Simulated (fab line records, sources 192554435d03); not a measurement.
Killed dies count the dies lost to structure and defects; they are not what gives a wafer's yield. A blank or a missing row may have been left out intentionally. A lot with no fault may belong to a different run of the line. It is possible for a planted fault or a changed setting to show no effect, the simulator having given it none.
Which tool did it? || flow n5-finfet || 11 lots with 32 wafers sampled at 5 steps, on a route of 1938 steps

== WHAT THE GAUGES READ, wafer by wafer ==
N5_BEOL_M9_THK_MEAS_01. Usual: for M9_ILD_THK the level is 267 nm and the standard deviation is 4.1.
{"lot": "L524", "measured": "day 10 14:38", "on": "film-metro-02", "M9_ILD_THK (nm)": "269 272 277", "flag": ""}
{"lot": "L525", "measured": "day 10 23:04", "on": "film-metro-01", "M9_ILD_THK (nm)": "265 268 265", "flag": ""}
{"lot": "L526", "measured": "day 11 13:16", "on": "film-metro-02", "M9_ILD_THK (nm)": "273 269 276", "flag": ""}
{"lot": "L527", "measured": "day 11 17:46", "on": "film-metro-01", "M9_ILD_THK (nm)": "263 269 270", "flag": ""}
{"lot": "L528", "measured": "day 11 21:50", "on": "film-metro-01", "M9_ILD_THK (nm)": "271 268 273", "flag": ""}
{"lot": "L531", "measured": "day 12 06:18", "on": "film-metro-02", "M9_ILD_THK (nm)": "265 268 268", "flag": ""}
{"lot": "L532", "measured": "day 12 20:07", "on": "film-metro-01", "M9_ILD_THK (nm)": "270 267", "flag": ""}
{"lot": "L534", "measured": "day 13 00:19", "on": "film-metro-02", "M9_ILD_THK (nm)": "261 266 268", "flag": ""}
{"lot": "L533", "measured": "day 13 07:55", "on": "film-metro-01", "M9_ILD_THK (nm)": "262 268 265", "flag": ""}
{"lot": "L535", "measured": "day 13 15:01", "on": "film-metro-02", "M9_ILD_THK (nm)": "267 268 274", "flag": ""}
{"lot": "L540", "measured": "day 14 17:18", "on": "film-metro-01", "M9_ILD_THK (nm)": "259 263 267", "flag": ""}

== WHAT TOOL EACH LOT RAN ON (gives the tool, then ch and the chambers of the sampled wafers, and finally the start) ==
{"lot": "L524", "N5_BEOL_M8_PECVD_70": "pecvd-03 ch 0,1,2, day 10 05:49", "N5_BEOL_M8_PRE_CLEAN_45": "pvd-sputter-03, day 10 10:53", "N5_BEOL_M8_ANNEAL_51": "rtp-anneal-02 ch 0, day 10 11:44", "N5_BEOL_M8_CMP_52": "cmp-02 ch 0,1,2, day 10 12:06"}
{"lot": "L525", "N5_BEOL_M8_PECVD_70": "pecvd-03 ch 1,2, day 10 12:47", "N5_BEOL_M8_PRE_CLEAN_45": "pvd-sputter-02, day 10 20:11", "N5_BEOL_M8_ANNEAL_51": "rtp-anneal-01 ch 0, day 10 21:37", "N5_BEOL_M8_CMP_52": "cmp-01 ch 0,1,3, day 10 21:55"}
{"lot": "L526", "N5_BEOL_M8_PECVD_70": "pecvd-03 ch 0,1,2, day 11 06:13", "N5_BEOL_M8_PRE_CLEAN_45": "pvd-sputter-01, day 11 11:01", "N5_BEOL_M8_ANNEAL_51": "rtp-anneal-01 ch 0, day 11 12:01", "N5_BEOL_M8_CMP_52": "cmp-04 ch 1,2,3, day 11 12:17"}
{"lot": "L527", "N5_BEOL_M8_PECVD_70": "pecvd-04 ch 0,1,2, day 11 09:10", "N5_BEOL_M8_PRE_CLEAN_45": "pvd-sputter-02, day 11 13:35", "N5_BEOL_M8_ANNEAL_51": "rtp-anneal-02 ch 0, day 11 16:24", "N5_BEOL_M8_CMP_52": "cmp-02 ch 0,2,3, day 11 16:46"}
{"lot": "L528", "N5_BEOL_M8_PECVD_70": "pecvd-01 ch 0,1,2, day 11 11:41", "N5_BEOL_M8_PRE_CLEAN_45": "pvd-sputter-03, day 11 18:55", "N5_BEOL_M8_ANNEAL_51": "rtp-anneal-02 ch 0, day 11 20:28", "N5_BEOL_M8_CMP_52": "cmp-04 ch 0,1,2, day 11 20:48"}
{"lot": "L531", "N5_BEOL_M8_PECVD_70": "pecvd-01 ch 0,2, day 11 20:47", "N5_BEOL_M8_PRE_CLEAN_45": "pvd-sputter-02, day 12 03:26", "N5_BEOL_M8_ANNEAL_51": "rtp-anneal-01 ch 0, day 12 04:45", "N5_BEOL_M8_CMP_52": "cmp-01 ch 1,2,3, day 12 05:05"}
{"lot": "L532", "N5_BEOL_M8_PECVD_70": "pecvd-01 ch 0,2, day 12 07:59", "N5_BEOL_M8_PRE_CLEAN_45": "pvd-sputter-02, day 12 17:41", "N5_BEOL_M8_ANNEAL_51": "rtp-anneal-01 ch 0, day 12 18:55", "N5_BEOL_M8_CMP_52": "cmp-04 ch 0,1, day 12 19:10"}
{"lot": "L534", "N5_BEOL_M8_PECVD_70": "pecvd-03 ch 0,1, day 12 15:02", "N5_BEOL_M8_PRE_CLEAN_45": "pvd-sputter-03, day 12 22:04", "N5_BEOL_M8_ANNEAL_51": "rtp-anneal-01 ch 0, day 12 22:59", "N5_BEOL_M8_CMP_52": "cmp-04 ch 1,2,3, day 12 23:16"}
{"lot": "L533", "N5_BEOL_M8_PECVD_70": "pecvd-03 ch 0,1, day 13 00:34", "N5_BEOL_M8_PRE_CLEAN_45": "pvd-sputter-02, day 13 05:28", "N5_BEOL_M8_ANNEAL_51": "rtp-anneal-02 ch 0, day 13 06:31", "N5_BEOL_M8_CMP_52": "cmp-01 ch 1,3, day 13 06:52"}
{"lot": "L535", "N5_BEOL_M8_PECVD_70": "pecvd-03 ch 0,1, day 13 07:39", "N5_BEOL_M8_PRE_CLEAN_45": "pvd-sputter-01, day 13 11:32", "N5_BEOL_M8_ANNEAL_51": "rtp-anneal-01 ch 0, day 13 13:11", "N5_BEOL_M8_CMP_52": "cmp-02 ch 0,1,3, day 13 13:27"}
{"lot": "L540", "N5_BEOL_M8_PECVD_70": "pecvd-03 ch 0,2, day 14 10:37", "N5_BEOL_M8_PRE_CLEAN_45": "pvd-sputter-02, day 14 14:59", "N5_BEOL_M8_ANNEAL_51": "rtp-anneal-02 ch 0, day 14 15:53", "N5_BEOL_M8_CMP_52": "cmp-02 ch 0,1,3, day 14 16:16"}
- N5_BEOL_M8_PECVD_70: deposits SiO2 from TEOS/O2, target thk 20 nm, time 22.7 s.
- N5_BEOL_M8_PRE_CLEAN_45: time 30 s.
- N5_BEOL_M8_ANNEAL_51: time 90 s.
- N5_BEOL_M8_CMP_52: polishes, stops on SiCOH lowk, t overpolish 6.9 s, target thk 80 nm.

== WHAT THE TOOLS THEMSELVES READ (means of the sampled wafers that have a number; where no wafer has one, the mark that the record gives instead) ==
N5_BEOL_M8_PECVD_70. Usual: heater-power-w 804 W, standard deviation 110; showerhead-plenum-p-Torr 8.78 Torr, standard deviation 0.097; throttle-valve-pct 22.0 %, standard deviation 1.1.
{"lot": "L524", "tool": "pecvd-03", "heater-power-w (W)": 712, "showerhead-plenum-p-Torr (Torr)": 8.85, "throttle-valve-pct (%)": 21.6, "flag": ""}
{"lot": "L525", "tool": "pecvd-03", "heater-power-w (W)": 702, "showerhead-plenum-p-Torr (Torr)": 8.84, "throttle-valve-pct (%)": 21.6, "flag": ""}
{"lot": "L526", "tool": "pecvd-03", "heater-power-w (W)": 714, "showerhead-plenum-p-Torr (Torr)": 8.84, "throttle-valve-pct (%)": 21.5, "flag": ""}
{"lot": "L527", "tool": "pecvd-04", "heater-power-w (W)": 837, "showerhead-plenum-p-Torr (Torr)": 8.79, "throttle-valve-pct (%)": 22.8, "flag": ""}
{"lot": "L528", "tool": "pecvd-01", "heater-power-w (W)": 855, "showerhead-plenum-p-Torr (Torr)": 8.73, "throttle-valve-pct (%)": 21.6, "flag": ""}
{"lot": "L531", "tool": "pecvd-01", "heater-power-w (W)": 798, "showerhead-plenum-p-Torr (Torr)": 8.80, "throttle-valve-pct (%)": 21.8, "flag": ""}
{"lot": "L532", "tool": "pecvd-01", "heater-power-w (W)": 793, "showerhead-plenum-p-Torr (Torr)": 8.75, "throttle-valve-pct (%)": 21.5, "flag": ""}
{"lot": "L534", "tool": "pecvd-03", "heater-power-w (W)": 788, "showerhead-plenum-p-Torr (Torr)": 8.86, "throttle-valve-pct (%)": 22.1, "flag": ""}
{"lot": "L533", "tool": "pecvd-03", "heater-power-w (W)": 808, "showerhead-plenum-p-Torr (Torr)": 8.86, "throttle-valve-pct (%)": 21.6, "flag": ""}
{"lot": "L535", "tool": "pecvd-03", "heater-power-w (W)": 745, "showerhead-plenum-p-Torr (Torr)": 8.85, "throttle-valve-pct (%)": 21.5, "flag": ""}
{"lot": "L540", "tool": "pecvd-03", "heater-power-w (W)": 651, "showerhead-plenum-p-Torr (Torr)": 8.82, "throttle-valve-pct (%)": 21.1, "flag": ""}

N5_BEOL_M8_PRE_CLEAN_45. Usual: heater-power-w 329 W, standard deviation 17.
{"lot": "L524", "tool": "pvd-sputter-03", "heater-power-w (W)": 335, "flag": ""}
{"lot": "L525", "tool": "pvd-sputter-02", "heater-power-w (W)": 326, "flag": ""}
{"lot": "L526", "tool": "pvd-sputter-01", "heater-power-w (W)": 327, "flag": ""}
{"lot": "L527", "tool": "pvd-sputter-02", "heater-power-w (W)": 325, "flag": ""}
{"lot": "L528", "tool": "pvd-sputter-03", "heater-power-w (W)": 345, "flag": ""}
{"lot": "L531", "tool": "pvd-sputter-02", "heater-power-w (W)": 333, "flag": ""}
{"lot": "L532", "tool": "pvd-sputter-02", "heater-power-w (W)": 332, "flag": ""}
{"lot": "L534", "tool": "pvd-sputter-03", "heater-power-w (W)": 342, "flag": ""}
{"lot": "L533", "tool": "pvd-sputter-02", "heater-power-w (W)": 324, "flag": ""}
{"lot": "L535", "tool": "pvd-sputter-01", "heater-power-w (W)": 329, "flag": ""}
{"lot": "L540", "tool": "pvd-sputter-02", "heater-power-w (W)": 329, "flag": ""}

N5_BEOL_M8_ANNEAL_51. Usual: wafer_temp_C_max 225.83, standard deviation 0.24.
{"lot": "L524", "tool": "rtp-anneal-02", "wafer_temp_C_max": 225.52, "flag": ""}
{"lot": "L525", "tool": "rtp-anneal-01", "wafer_temp_C_max": 225.85, "flag": ""}
{"lot": "L526", "tool": "rtp-anneal-01", "wafer_temp_C_max": 226.02, "flag": ""}
{"lot": "L527", "tool": "rtp-anneal-02", "wafer_temp_C_max": 225.84, "flag": ""}
{"lot": "L528", "tool": "rtp-anneal-02", "wafer_temp_C_max": 225.70, "flag": ""}
{"lot": "L531", "tool": "rtp-anneal-01", "wafer_temp_C_max": 225.79, "flag": ""}
{"lot": "L532", "tool": "rtp-anneal-01", "wafer_temp_C_max": 225.86, "flag": ""}
{"lot": "L534", "tool": "rtp-anneal-01", "wafer_temp_C_max": 225.89, "flag": ""}
{"lot": "L533", "tool": "rtp-anneal-02", "wafer_temp_C_max": 225.81, "flag": ""}
{"lot": "L535", "tool": "rtp-anneal-01", "wafer_temp_C_max": 225.69, "flag": ""}
{"lot": "L540", "tool": "rtp-anneal-02", "wafer_temp_C_max": 225.96, "flag": ""}

N5_BEOL_M8_CMP_52. Usual: barrier-field-endpoint-s 29.2 s, standard deviation 1.1; motor-current-A 6.4 A, standard deviation 0.61; slurry-filter-dp-kPa 13.50 kPa, standard deviation 0.14.
{"lot": "L524", "tool": "cmp-02", "barrier-field-endpoint-s (s)": 28.8, "motor-current-A (A)": 6.6, "slurry-filter-dp-kPa (kPa)": 13.47, "flag": ""}
{"lot": "L525", "tool": "cmp-01", "barrier-field-endpoint-s (s)": 29.4, "motor-current-A (A)": 5.9, "slurry-filter-dp-kPa (kPa)": 13.57, "flag": ""}
{"lot": "L526", "tool": "cmp-04", "barrier-field-endpoint-s (s)": 28.8, "motor-current-A (A)": 6.8, "slurry-filter-dp-kPa (kPa)": 13.58, "flag": ""}
{"lot": "L527", "tool": "cmp-02", "barrier-field-endpoint-s (s)": 29.9, "motor-current-A (A)": 6.7, "slurry-filter-dp-kPa (kPa)": 13.58, "flag": ""}
{"lot": "L528", "tool": "cmp-04", "barrier-field-endpoint-s (s)": 28.2, "motor-current-A (A)": 6.4, "slurry-filter-dp-kPa (kPa)": 13.54, "flag": ""}
{"lot": "L531", "tool": "cmp-01", "barrier-field-endpoint-s (s)": 29.0, "motor-current-A (A)": 6.1, "slurry-filter-dp-kPa (kPa)": 13.59, "flag": ""}
{"lot": "L532", "tool": "cmp-04", "barrier-field-endpoint-s (s)": 29.5, "motor-current-A (A)": 5.8, "slurry-filter-dp-kPa (kPa)": 13.56, "flag": ""}
{"lot": "L534", "tool": "cmp-04", "barrier-field-endpoint-s (s)": 28.6, "motor-current-A (A)": 6.6, "slurry-filter-dp-kPa (kPa)": 13.46, "flag": ""}
{"lot": "L533", "tool": "cmp-01", "barrier-field-endpoint-s (s)": 28.8, "motor-current-A (A)": 6.2, "slurry-filter-dp-kPa (kPa)": 13.50, "flag": ""}
{"lot": "L535", "tool": "cmp-02", "barrier-field-endpoint-s (s)": 25.8, "motor-current-A (A)": 6.3, "slurry-filter-dp-kPa (kPa)": 13.47, "flag": "OFF"}
{"lot": "L540", "tool": "cmp-02", "barrier-field-endpoint-s (s)": 24.8, "motor-current-A (A)": 6.4, "slurry-filter-dp-kPa (kPa)": 13.41, "flag": "OFF"}

== THE ANSWER, worked out from the rows above alone ==
Rule: take the mean of a lot's wafers that have a number; if it is more than 3 standard deviations from the usual mean, the lot is off. A lot without any number at a reading at which 4 lots or more have one is off too. All remaining lots with rows at the step are treated as sound. Order of review: gauges by route order, followed by the tools' own readings, for which a lot's mean as printed above is used. At the first step where some lot is off, the reading lying furthest off is the one used; lots without a number count as furthest.
Off: L535, L540, at N5_BEOL_M8_CMP_52 (barrier-field-endpoint-s).
A tool fits if, at that step or a process step before it, it ran every lot that is off, and no sound lot after the first of them. 2 tools fit, pecvd-03 at N5_BEOL_M8_PECVD_70 and cmp-02 at N5_BEOL_M8_CMP_52, so this cannot tell which one it is.

== WHAT THE SIMULATOR PUT IN ==
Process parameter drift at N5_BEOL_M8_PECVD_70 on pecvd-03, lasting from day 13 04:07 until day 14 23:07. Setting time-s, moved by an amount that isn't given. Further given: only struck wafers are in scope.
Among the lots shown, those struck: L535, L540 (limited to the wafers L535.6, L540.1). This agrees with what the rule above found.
